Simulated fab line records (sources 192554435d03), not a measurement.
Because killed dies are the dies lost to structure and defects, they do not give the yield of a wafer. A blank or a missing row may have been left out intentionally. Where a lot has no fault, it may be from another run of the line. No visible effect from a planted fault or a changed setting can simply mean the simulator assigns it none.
fab line records | flow n5-finfet
record: lots: 7 wafers: 21
route steps=1938 shown WELL_APT@24 FIN_SAQP@96 SD_EPI_N@278
start-h: hours from the record's first day to the start of the lot's first wafer shown | wait-h: hours from the lot's prior step to this one | " same as the row above | L1.1+2: a single row standing in for several wafers | - no value present, or no start provided | * or withheld: withheld | < > ~ a bound
route shown NAME@n: names a module that has steps shown in the file, with the first one's number in the route | usual: mean and standard deviation over wafers with no fault | same: alike in all rows | chamber/n: place in a boat | sites: each site's reading | _std_site: the standard deviation of these | _edge_site: mean of outer sites minus mean of inner sites | radius-mm: for every site, how far away it sits from the centre of the wafer | mask NAME#n: copy n | behind: tool/chamber where the wafer was last shaped | hold: why the lot was held/for how many hours/how that ended | device: which transistor (n, p or np) failed to switch | end of line: the same wafers' tests at the end of the route | step lacking rows: just its recipe | killed: the dies lost at the first sort to structure and to defects; this is not the yield of the wafer | map: per-die view of a wafer (x killed, . not killed, _ where there is no die)
set.NAME: the setting the step ran with; set.NAME@STEP: the setting that earlier step ran with | model.NAME: the simulator's own value behind a step, which no gauge read
one table per step and one row per wafer, for lots whose settings were changed on purpose
== steps ==
step: N5_WELL_APT_EXPOSE_05
recipe: mask-id: NWELL na: 0.8 source-shape: conventional sigma-outer: 0.8 polarization: unpolarized defocus-nm: 0 target-cd-nm: 200 dose-mj: 20.3
columns lot.wafer tool chamber start-h wait-h mask set.dose-mj
L075.1 krf-scanner-02 0 19.89 - NWELL#0 20.3
L075.4+5 " 0 " " NWELL#0 21.16
L082.1+4 krf-scanner-02 0 61.84 - NWELL#0 19.37
L082.5 " 0 " " NWELL#0 20.3
L083.2+4+6 krf-scanner-01 0 67.64 - NWELL#0 20.3
L090.1+6 krf-scanner-01 0 111.08 - NWELL#0 20.3
L090.3 " 0 " " NWELL#0 21.3
L092.1+2 krf-scanner-02 0 121.94 - NWELL#0 21.67
L092.4 " 0 " " NWELL#0 20.3
L094.1+2+6 krf-scanner-02 0 133.88 - NWELL#0 20.3
L096.2+4+6 krf-scanner-01 0 145.68 - NWELL#0 20.3
step: N5_WELL_APT_DEVELOP_07
recipe: develop-time-s: 45 rinse-liquid: surfactant-rinse dry: air-spin dev-temp-c: 21
columns lot.wafer tool chamber start-h wait-h set.develop-time-s
L075.1+4 litho-track-03 0 - - 45
L075.5 " 0 " " 54.51
L082.1+4+5 litho-track-03 0 - - 45
L083.2 litho-track-01 0 - - 45
L083.4+6 " 0 " " 54.1
L090.1+3 litho-track-01 0 - - 45
L090.6 " 0 " " 52.29
L092.1+4 litho-track-01 0 - - 45
L092.2 " 0 " " 36.88
L094.1+2+6 litho-track-01 0 - - 45
L096.2+4 litho-track-03 0 - - 45
L096.6 " 0 " " 51.19
step: N5_WELL_APT_HARDBAKE_12
recipe: temp-c: 130 time-s: 120
step: N5_WELL_APT_CD_MEAS_08
recipe: target-cd-nm: 200 landing-energy-ev: 500 detector: se-inlens
usual: cd-nm: 200.8/1.7
columns lot.wafer tool chamber start-h wait-h set.dose-mj@WELL_APT_EXPOSE_05 cd-nm
L075.1 cd-sem-03 0 20.07 - 20.3 200.5
L075.4 " 0 " " 21.16 205.5
L075.5 " 0 " " 21.16 206.7
L082.1 cd-sem-01 0 62.01 - 19.37 193.7
L082.4 " 0 " " 19.37 193.2
L082.5 " 0 " " 20.3 201.5
L083.2 cd-sem-01 0 67.81 - 20.3 201.4
L083.4 " 0 " " 20.3 203.7
L083.6 " 0 " " 20.3 202.9
L090.1 cd-sem-03 0 111.25 - 20.3 200.4
L090.3 " 0 " " 21.3 207.3
L090.6 " 0 " " 20.3 199.8
L092.1 cd-sem-01 0 122.12 - 21.67 212.9
L092.2 " 0 " " 21.67 209.8
L092.4 " 0 " " 20.3 199.4
L094.1 cd-sem-02 0 134.06 - 20.3 202.7
L094.2 " 0 " " 20.3 199.8
L094.6 " 0 " " 20.3 201.0
L096.2 cd-sem-03 0 145.84 - 20.3 197.7
L096.4 " 0 " " 20.3 198.2
L096.6 " 0 " " 20.3 198.8
step: N5_WELL_APT_DESCUM_13
recipe: chemistry: O2 time-s: 7.9 source-power-w: 50 bias-power-w: 20 pressure-mtorr: 20 rf-frequency-hz: 2.712e+07 temp-c: 40 o2-flow-sccm: 225
columns lot.wafer tool chamber start-h wait-h set.dose-mj@WELL_APT_EXPOSE_05 model.WELL_APT.cd-nm
L075.1 rie-diel-02 2 20.15 0.0 20.3 200.6
L075.4 " 1 " " 21.16 205.5
L075.5 " 0 " " 21.16 206.8
L082.1 rie-diel-01 2 62.10 0.0 19.37 193.5
L082.4 " 0 " " 19.37 192.8
L082.5 " 1 " " 20.3 201.9
L083.2 rie-diel-01 0 68.01 0.1 20.3 201.4
L083.4 " 2 " " 20.3 203.3
L083.6 " 1 " " 20.3 203
L090.1 rie-diel-02 1 111.34 0.0 20.3 200.7
L090.3 " 3 " " 21.3 207.2
L090.6 " 1 " " 20.3 199.9
L092.1 rie-diel-02 1 122.23 0.0 21.67 213.1
L092.2 " 0 " " 21.67 210
L092.4 " 3 " " 20.3 199.4
L094.1 rie-diel-02 0 134.94 0.8 20.3 202.6
L094.2 " 2 " " 20.3 200.2
L094.6 " 1 " " 20.3 201.5
L096.2 rie-diel-02 0 146.39 0.5 20.3 197.5
L096.4 " 3 " " 20.3 197.8
L096.6 " 3 " " 20.3 198.8
step: N5_FIN_SAQP_HM_DEP_03
recipe: material: SiNx target-thk-a: 380 temp-c: 400 precursor: SiH4/NH3/N2 pressure-torr: 1.5 rf-w: 300 time-s: 33.6
columns lot.wafer tool chamber start-h wait-h set.time-s model.SiNx_of_FIN_SAQP_HM_DEP_03.thk-nm
L075.1 pecvd-03 2 27.08 0.2 33.6 38.4
L075.4 " 2 " " 33.6 38.66
L075.5 " 0 " " 35.78 40.47
L082.1 pecvd-04 0 78.09 0.2 33.6 37.47
L082.4 " 0 " " 29.92 33.65
L082.5 " 2 " " 33.6 38.54
L083.2 pecvd-03 0 78.54 0.2 33.6 37.37
L083.4 " 2 " " 28.59 32.82
L083.6 " 0 " " 28.59 32.71
L090.1 pecvd-03 1 119.25 0.2 33.6 37.88
L090.3 " 2 " " 33.6 38.7
L090.6 " 0 " " 33.6 38.76
L092.1 pecvd-02 1 129.75 0.2 37.86 43.25
L092.2 " 2 " " 33.6 38.78
L092.4 " 0 " " 33.6 38.93
L094.1 pecvd-04 2 143.03 0.2 33.6 37.53
L094.2 " 0 " " 33.6 37.45
L094.6 " 1 " " 33.6 38.1
L096.2 pecvd-03 2 154.17 0.2 34.92 39.85
L096.4 " 0 " " 33.6 38.91
L096.6 " 2 " " 34.92 40.7
step: N5_FIN_SAQP_THK_MEAS_05
usual: thk-nm: 38.1/0.53
columns lot.wafer tool chamber start-h wait-h set.time-s@FIN_SAQP_HM_DEP_03 thk-nm
L075.1 film-metro-02 - 27.19 0.1 33.6 38.4
L075.4 " - " " 33.6 38.7
L075.5 " - " " 35.78 40.5
L082.1 film-metro-01 - 78.18 0.1 33.6 37.5
L082.4 " - " " 29.92 33.7
L082.5 " - " " 33.6 38.5
L083.2 film-metro-01 - 78.63 0.1 33.6 37.4
L083.4 " - " " 28.59 32.9
L083.6 " - " " 28.59 32.7
L090.1 film-metro-02 - 119.33 0.1 33.6 37.9
L090.3 " - " " 33.6 38.7
L090.6 " - " " 33.6 38.7
L092.1 film-metro-02 - 129.84 0.1 37.86 43.2
L092.2 " - " " 33.6 38.8
L092.4 " - " " 33.6 38.9
L094.1 film-metro-01 - 143.12 0.1 33.6 37.5
L094.2 " - " " 33.6 37.5
L094.6 " - " " 33.6 38.1
L096.2 film-metro-01 - 154.26 0.1 34.92 39.8
L096.4 " - " " 33.6 38.9
L096.6 " - " " 34.92 40.7
step: N5_FIN_SAQP_HM_DEP_72
recipe: material: SiO2 target-thk-a: 120 temp-c: 400 precursor: SiH4/N2O pressure-torr: 0.75 rf-w: 275 time-s: 7.2
columns lot.wafer tool chamber start-h wait-h set.time-s model.SiO2_of_FIN_SAQP_HM_DEP_72.thk-nm
L075.1 pecvd-04 1 27.51 0.0 7.2 11.99
L075.4 " 1 " " 7.2 12.22
L075.5 " 1 " " 7.2 12.35
L082.1 pecvd-04 0 78.44 0.0 6.773 11.39
L082.4 " 0 " " 7.2 12.08
L082.5 " 1 " " 7.2 11.97
L083.2 pecvd-03 0 78.87 0.0 6.895 11.42
L083.4 " 1 " " 7.2 11.96
L083.6 " 2 " " 6.895 11.65
L090.1 pecvd-03 1 119.58 0.0 7.2 11.88
L090.3 " 2 " " 7.2 11.95
L090.6 " 2 " " 7.2 12.16
L092.1 pecvd-03 2 130.08 0.0 7.669 12.78
L092.2 " 1 " " 7.2 11.58
L092.4 " 1 " " 7.669 12.7
L094.1 pecvd-02 1 143.36 0.0 7.2 11.73
L094.2 " 2 " " 7.2 11.81
L094.6 " 1 " " 7.2 12.01
L096.2+6 pecvd-02 2,0 154.50 0.0 7.2 11.93
L096.4 " 1 " " 6.883 11.76
step: N5_FIN_SAQP_COAT_49
recipe: resist: SOC temp-c: 250 time-s: 60 spin-rpm: 1500 resist-thk-nm: 100
step: N5_FIN_SAQP_COAT_50
recipe: resist: SiARC temp-c: 220 time-s: 60 spin-rpm: 1500 resist-thk-nm: 35
step: N5_FIN_SAQP_ETCH_52
recipe: chemistry: N2/H2 target: SOC target-depth-a: 1000 overetch-a: 200 mask-material: SiARC temp-c: 40 time-s: 150 ion-energy-ev: 200 pressure-mtorr: 30 source-w: 840 bias-w: 150 n2-flow-sccm: 200 h2-flow-sccm: 200 ends: end-point
step: N5_FIN_SAQP_STRIP_53
recipe: chemistry: N2/H2 temp-c: 40 n2-flow-sccm: 200 h2-flow-sccm: 200 rf-frequency-hz: 6e+07
step: N5_FIN_SAQP_HM_OPEN_73
recipe: chemistry: CHF3/O2 target: SiO2 stop-on: a-Si target-depth-a: 120 over-etch-frac: 1.8 mask-material: SOC time-s: 16.8 pressure-mtorr: 30 source-w: 650 bias-w: 170 Ar_flow_sccm: 200 CHF3_flow_sccm: 50 O2_flow_sccm: 5 ion-energy-ev: 200 ends: end-point
columns lot.wafer tool chamber start-h wait-h set.time-s@FIN_SAQP_HM_DEP_72 model.etch.depth-nm
L075.1 rie-diel-02 2 28.28 0.0 7.2 11.99
L075.4 " 0 " " 7.2 12.22
L075.5 " 2 " " 7.2 12.35
L082.1 rie-diel-02 2 79.19 0.0 6.773 11.39
L082.4 " 1 " " 7.2 12.08
L082.5 " 0 " " 7.2 11.97
L083.2 rie-diel-02 0 79.62 0.0 6.895 11.42
L083.4 " 2 " " 7.2 11.96
L083.6 " 1 " " 6.895 11.65
L090.1 rie-diel-01 3 120.20 0.0 7.2 11.88
L090.3 " 0 " " 7.2 11.95
L090.6 " 0 " " 7.2 12.16
L092.1 rie-diel-02 2 130.70 0.0 7.669 12.78
L092.2 " 1 " " 7.2 11.58
L092.4 " 0 " " 7.669 12.7
L094.1 rie-diel-01 0 144.49 0.0 7.2 11.73
L094.2 " 1 " " 7.2 11.81
L094.6 " 1 " " 7.2 12.01
L096.2+6 rie-diel-06 2 155.12 0.0 7.2 11.93
L096.4 " 3 " " 6.883 11.76
step: N5_FIN_SAQP_SPACER1_ALD_24
recipe: material: SiO2 target-thk-a: 203 temp-c: 300 ald-precursor-family: BDEAS ald-co-reactant: O2-plasma pulse-time-s: 1 purge-time-s: 2 co-reactant-purge-time-s: 2 ald-cycles: 218 pressure-torr: 2
columns lot.wafer tool chamber start-h wait-h set.temp-c model.SiO2_of_FIN_SAQP_SPACER1_ALD_24.thk-nm
L075.1+5 ald-sin-03 3,2 29.34 0.3 311 19.8
L075.4 " 3 " " 300 20.2
L082.1+5 ald-sin-04 3,0 80.80 1.0 308.4 20
L082.4 " 2 " " 300 20.4
L083.2+4 ald-sin-02 2,3 81.05 0.8 308.8 20
L083.6 " 1 " " 300 20.2
L090.1 ald-sin-03 0 121.45 0.3 300 20.2
L090.3+6 " 1 " " 311.9 19.8
L092.1+2+4 ald-sin-03 2,0,3 131.59 0.3 288 21.2
L094.1+2+6 ald-sin-02 2,3,3 145.44 0.3 300 20.2
L096.2+4 ald-sin-04 3,0 156.83 1.1 300 20.4
L096.6 " 3 " " 300 20.2
step: N5_FIN_SAQP_SPACER1_ETCHBACK_25
recipe: chemistry: CHF3/O2 mode: anisotropic-etchback target: SiO2 target-depth-a: 244 time-s: 12.2 pressure-mtorr: 30 source-w: 650 bias-w: 170 Ar_flow_sccm: 200 CHF3_flow_sccm: 50 O2_flow_sccm: 5 ion-energy-ev: 200
step: N5_FIN_SAQP_MANDREL1_REMOVE_56
recipe: chemistry: HBr/Cl2/O2 bt-time-s: 10 target: a-Si stop-on: SiNx endpoint: OES-SiCl over-etch-frac: 1 icp-w: 600 bias-w: 22 HBr_flow_sccm: 150 Cl2_flow_sccm: 80 O2_flow_sccm: 5 pressure-mtorr: 10
step: N5_FIN_SAQP_MANDREL2_REMOVE_60
recipe: chemistry: HBr/Cl2/O2 bt-time-s: 10 target: a-Si stop-on: SiNx endpoint: OES-SiCl over-etch-frac: 1 icp-w: 600 bias-w: 22 HBr_flow_sccm: 150 Cl2_flow_sccm: 80 O2_flow_sccm: 5 pressure-mtorr: 10
step: N5_FIN_SAQP_HM_OPEN_33
recipe: chemistry: CH3F/O2 target: SiNx mask-material: SiO2 target-depth-a: 494 time-s: 70.6 pressure-mtorr: 30 source-w: 395 bias-w: 73 Ar_flow_sccm: 150 CH3F_flow_sccm: 30 O2_flow_sccm: 20 ion-energy-ev: 120 ends: cleared
usual: etch-rf-on-time-s: 69.0/1.2
columns lot.wafer tool chamber start-h wait-h set.time-s@FIN_SAQP_HM_DEP_03 etch-rf-on-time-s model.etch.depth-nm
L075.1 rie-diel-01 2 32.32 0.1 33.6 68.9 37.64
L075.4 " 3 " " 33.6 70.4 38.01
L075.5 " 0 " " 35.78 72.6 39.72
L082.1 rie-diel-02 1 83.95 0.1 33.6 69.7 36.85
L082.4 " 1 " " 29.92 62.7 33.02
L082.5 " 1 " " 33.6 71.5 37.92
L083.2 rie-diel-01 0 84.08 0.1 33.6 67.6 36.53
L083.4 " 2 " " 28.59 59.2 32.19
L083.6 " 3 " " 28.59 59.6 32.07
L090.1 rie-diel-01 3 124.51 0.1 33.6 69.6 37.25
L090.3 " 1 " " 33.6 69.3 38.07
L090.6 " 2 " " 33.6 69.5 38.13
L092.1 rie-diel-01 3 134.37 0.1 37.86 79.5 42.62
L092.2 " 2 " " 33.6 69.2 38.02
L092.4 " 1 " " 33.6 69.9 38.3
L094.1 rie-diel-01 1 148.94 0.1 33.6 67.3 36.89
L094.2 " 0 " " 33.6 68.8 36.61
L094.6 " 3 " " 33.6 69.3 37.26
L096.2 rie-diel-06 2 160.82 0.0 34.92 71.9 39.22
L096.4 " 1 " " 33.6 70.4 38.28
L096.6 " 2 " " 34.92 73.9 40.07
step: N5_FIN_SAQP_ETCH_34
recipe: chemistry: C4F6/O2 target: SiO2 target-depth-a: 450 time-s: 15 ion-energy-ev: 250 pressure-mtorr: 30 source-w: 345 bias-w: 185 Ar_flow_sccm: 300 C4F6_flow_sccm: 10 O2_flow_sccm: 10 ends: cleared
columns lot.wafer tool chamber start-h wait-h set.time-s@FIN_SAQP_HM_DEP_03 model.SiNx_of_FIN_SAQP_HM_DEP_03.thk-nm
L075.1 rie-diel-01 2 32.39 0.0 33.6 34.8
L075.4 " 3 " " 33.6 35.2
L075.5 " 0 " " 35.78 36.8
L082.1 rie-diel-02 1 84.06 0.1 33.6 34
L082.4 " 1 " " 29.92 30.2
L082.5 " 1 " " 33.6 35
L083.2 rie-diel-01 0 84.15 0.0 33.6 33.6
L083.4+6 " 2,3 " " 28.59 29.2
L090.1 rie-diel-01 3 124.58 0.0 33.6 34.4
L090.3+6 " 1,2 " " 33.6 35.2
L092.1 rie-diel-01 3 134.44 0.0 37.86 39.8
L092.2 " 2 " " 33.6 35.2
L092.4 " 1 " " 33.6 35.4
L094.1 rie-diel-01 1 149.01 0.0 33.6 34
L094.2 " 0 " " 33.6 33.8
L094.6 " 3 " " 33.6 34.4
L096.2 rie-diel-06 2 160.89 0.0 34.92 36.4
L096.4 " 1 " " 33.6 35.4
L096.6 " 2 " " 34.92 37.2
step: N5_FIN_SAQP_STRIP_77
recipe: chemistry: N2/H2 time-s: 90 power-w: 100 temp-c: 40 pressure-mtorr: 100 rf-frequency-hz: 6e+07 bias-power-w: 3 n2-flow-sccm: 300 h2-flow-sccm: 300
step: N5_FIN_SAQP_ETCH_64
recipe: chemistry: CF4 target: SiO2 target-depth-a: 15 ion-energy-ev: 350 pressure-mtorr: 10 icp-w: 800 bias-w: 400 cf4-flow-sccm: 80
step: N5_FIN_SAQP_FIN_ETCH_36
recipe: chemistry: HBr/Cl2/O2 target-depth-a: 1200 mask-material: SiNx time-s: 50.4 bias-w: 102 pressure-mtorr: 10 icp-w: 800 HBr_flow_sccm: 150 Cl2_flow_sccm: 80 O2_flow_sccm: 12
columns lot.wafer tool chamber start-h wait-h set.time-s@FIN_SAQP_HM_DEP_03 model.SiNx_of_FIN_SAQP_HM_DEP_03.thk-nm
L075.1+4 rie-si-06 3,0 32.61 0.0 33.6 21.6
L075.5 " 2 " " 35.78 23.8
L082.1 rie-si-04 1 84.33 0.0 33.6 21.2
L082.4 " 0 " " 29.92 16.8
L082.5 " 0 " " 33.6 21.6
L083.2 rie-si-01 0 84.37 0.0 33.6 20.2
L083.4 " 1 " " 28.59 15.6
L083.6 " 2 " " 28.59 15.8
L090.1 rie-si-04 3 124.81 0.0 33.6 21.2
L090.3+6 " 2,0 " " 33.6 21.8
L092.1 rie-si-06 2 134.66 0.0 37.86 26.8
L092.2 " 0 " " 33.6 21.8
L092.4 " 1 " " 33.6 22
L094.1 rie-si-06 1 149.22 0.0 33.6 20.6
L094.2 " 0 " " 33.6 20.4
L094.6 " 3 " " 33.6 21.2
L096.2 rie-si-01 3 161.10 0.0 34.92 23
L096.4 " 2 " " 33.6 22
L096.6 " 3 " " 34.92 23.8
step: N5_FIN_SAQP_PRECLEAN_38
recipe: chemistry: O3/DIW time-s: 45 temp-c: 22 o3-ppm: 10
step: N5_FIN_SAQP_PRECLEAN_45
recipe: chemistry: dHF time-s: 10 dilution: 500:1 temp-c: 25
columns lot.wafer tool chamber start-h wait-h set.time-s@FIN_SAQP_HM_DEP_03 model.SiNx_of_FIN_SAQP_HM_DEP_03.thk-nm
L075.1 wet-bench-06 6 32.79 0.0 33.6 21.6
L075.4 " 4 " " 33.6 21.4
L075.5 " 0 " " 35.78 23.6
L082.1 wet-bench-05 5 84.51 0.0 33.6 21
L082.4 " 1 " " 29.92 16.8
L082.5 " 2 " " 33.6 21.6
L083.2 wet-bench-02 4 84.54 0.0 33.6 20
L083.4 " 5 " " 28.59 15.4
L083.6 " 0 " " 28.59 15.8
L090.1 wet-bench-05 5 124.98 0.0 33.6 21
L090.3+6 " 3,4 " " 33.6 21.6
L092.1 wet-bench-02 7 134.85 0.0 37.86 26.8
L092.2 " 5 " " 33.6 21.6
L092.4 " 3 " " 33.6 22
L094.1 wet-bench-05 7 149.40 0.0 33.6 20.4
L094.2 " 5 " " 33.6 20.2
L094.6 " 6 " " 33.6 21.2
L096.2 wet-bench-06 3 161.28 0.0 34.92 23
L096.4 " 1 " " 33.6 22
L096.6 " 0 " " 34.92 23.6
step: N5_SD_EPI_N_ETCH_45
recipe: chemistry: CH3F/O2 target: SiOCN target-depth-a: 60 mask-material: SOC ion-energy-ev: 60 bias-w: 29 pressure-mtorr: 15 source-w: 410 Ar_flow_sccm: 150 CH3F_flow_sccm: 30 O2_flow_sccm: 20
columns lot.wafer tool chamber start-h wait-h set.target-depth-a model.etch.depth-nm
L075.1 rie-diel-01 1 55.18 0.1 53.79 5.49
L075.4 " 3 " " 53.79 5.362
L075.5 " 3 " " 60 5.964
L083.2 rie-diel-01 2 109.39 0.1 60 6.12
L083.4 " 1 " " 60 6.03
L083.6 " 2 " " 60 6.102
L082.1 rie-diel-01 3 113.33 0.1 60 5.916
L082.4 " 2 " " 56.66 5.702
L082.5 " 2 " " 56.66 5.72
L090.1 rie-diel-02 0 147.74 0.1 54.26 5.383
L090.3 " 1 " " 54.26 5.32
L090.6 " 2 " " 54.26 5.518
L092.1 rie-diel-02 3 158.50 0.1 60 6.045
L092.2 " 1 " " 52.77 5.226
L092.4 " 2 " " 52.77 5.319
L094.1 rie-diel-01 0 174.30 0.1 60 5.914
L094.2 " 2 " " 60 6.023
L094.6 " 3 " " 60 5.904
L096.2 rie-diel-01 0 185.84 0.1 60 5.938
L096.4 " 2 " " 60 6.111
L096.6 " 1 " " 55.93 5.658
step: N5_SD_EPI_N_EPI_21
recipe: material: Si:P dopant: P temp-c: 680 pressure-torr: 255 time-s: 690
columns lot.wafer tool chamber start-h wait-h set.temp-c model.Si-P_of_SD_EPI_N_EPI_21.thk-nm
L075.1 epi-rpcvd-03 0 56.34 0.1 680 58.8
L075.4 " 0 " " 675.3 54.2
L075.5 " 0 " " 675.3 53.8
L083.2 epi-rpcvd-01 0 110.83 0.4 680 59
L083.4 " 0 " " 680 57.8
L083.6 " 0 " " 684.5 63.2
L082.1 epi-rpcvd-03 0 115.08 0.1 680 58.6
L082.4 " 0 " " 680 59
L082.5 " 0 " " 676.7 55.4
L090.1 epi-rpcvd-04 0 149.08 0.2 680 60.2
L090.3 " 0 " " 680 59
L090.6 " 0 150.95 1.9 680 59.8
L092.1 epi-rpcvd-04 0 159.67 0.1 683.3 63.8
L092.2 " 0 " " 683.3 63.2
L092.4 " 0 " " 680 59.6
L094.1+6 epi-rpcvd-01 0 175.74 0.2 680 58.6
L094.2 " 0 " " 680 58.8
L096.2 epi-rpcvd-04 0 187.51 0.4 680 60.6
L096.4 " 0 " " 683.9 64.6
L096.6 " 0 " " 680 60.4
step: N5_SD_EPI_N_EPI_MEAS_23
recipe: mode: xrd
usual: thk-nm: 59.4/1.2
columns lot.wafer tool chamber start-h wait-h set.temp-c@SD_EPI_N_EPI_21 thk-nm
L075.1 film-metro-02 - 58.07 1.5 680 58.0
L075.4 " - " " 675.3 52.9
L075.5 " - " " 675.3 54.1
L083.2 film-metro-01 - 112.26 1.2 680 59.0
L083.4 " - " " 680 57.3
L083.6 " - " " 684.5 63.1
L082.1 film-metro-01 - 116.81 1.5 680 59.0
L082.4 " - " " 680 58.5
L082.5 " - " " 676.7 53.8
L090.1 film-metro-02 - 151.36 1.9 680 60.0
L090.3 " - " " 680 60.9
L090.6 " - " " 680 60.3
L092.1 film-metro-01 - 161.39 1.4 683.3 64.1
L092.2 " - " " 683.3 61.6
L092.4 " - " " 680 58.3
L094.1 film-metro-01 - 178.04 1.9 680 58.1
L094.2 " - " " 680 59.3
L094.6 " - " " 680 59.2
L096.2 film-metro-01 - 188.95 1.2 680 61.4
L096.4 " - " " 683.9 64.9
L096.6 " - " " 680 58.9
== key ==
split: step: N5_WELL_APT_EXPOSE_05 setting: dose-mj stated: 20.3 by: wafer
response: step: N5_WELL_APT_CD_MEAS_08 reading: cd-nm change: +1.63 per: 1% r: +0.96
response: step: N5_WELL_APT_DESCUM_13 reading: model.WELL_APT.cd-nm change: +1.65 per: 1% r: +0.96
split: step: N5_WELL_APT_DEVELOP_07 setting: develop-time-s stated: 45 by: wafer
response none clear
split: step: N5_FIN_SAQP_HM_DEP_03 setting: time-s stated: 33.6 by: wafer
response: step: N5_FIN_SAQP_HM_DEP_03 reading: model.SiNx_of_FIN_SAQP_HM_DEP_03.thk-nm change: +0.339 per: 1% r: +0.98
response: step: N5_FIN_SAQP_THK_MEAS_05 reading: thk-nm change: * per: 1% r: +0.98
response: step: N5_FIN_SAQP_HM_OPEN_33 reading: etch-rf-on-time-s change: * per: 1% r: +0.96
response: step: N5_FIN_SAQP_HM_OPEN_33 reading: model.etch.depth-nm change: +0.334 per: 1% r: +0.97
response: step: N5_FIN_SAQP_ETCH_34 reading: model.SiNx_of_FIN_SAQP_HM_DEP_03.thk-nm change: +0.333 per: 1% r: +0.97
response: step: N5_FIN_SAQP_FIN_ETCH_36 reading: model.SiNx_of_FIN_SAQP_HM_DEP_03.thk-nm change: +0.356 per: 1% r: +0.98
response: step: N5_FIN_SAQP_PRECLEAN_45 reading: model.SiNx_of_FIN_SAQP_HM_DEP_03.thk-nm change: +0.351 per: 1% r: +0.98
split: step: N5_FIN_SAQP_HM_DEP_72 setting: time-s stated: 7.2 by: wafer
response: step: N5_FIN_SAQP_HM_DEP_72 reading: model.SiO2_of_FIN_SAQP_HM_DEP_72.thk-nm change: +0.121 per: 1% r: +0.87
response: step: N5_FIN_SAQP_HM_OPEN_73 reading: model.etch.depth-nm change: +0.121 per: 1% r: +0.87
split: step: N5_FIN_SAQP_SPACER1_ALD_24 setting: temp-c stated: 300 by: wafer
response: step: N5_FIN_SAQP_SPACER1_ALD_24 reading: model.SiO2_of_FIN_SAQP_SPACER1_ALD_24.thk-nm change: -0.104 per: 1% r: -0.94
split: step: N5_SD_EPI_N_ETCH_45 setting: target-depth-a stated: 60 by: wafer
response: step: N5_SD_EPI_N_ETCH_45 reading: model.etch.depth-nm change: +0.0562 per: 1% r: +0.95
split: step: N5_SD_EPI_N_EPI_21 setting: temp-c stated: 680 by: wafer
response: step: N5_SD_EPI_N_EPI_21 reading: model.Si-P_of_SD_EPI_N_EPI_21.thk-nm change: +7.22 per: 1% r: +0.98
response: step: N5_SD_EPI_N_EPI_MEAS_23 reading: thk-nm change: * per: 1% r: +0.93
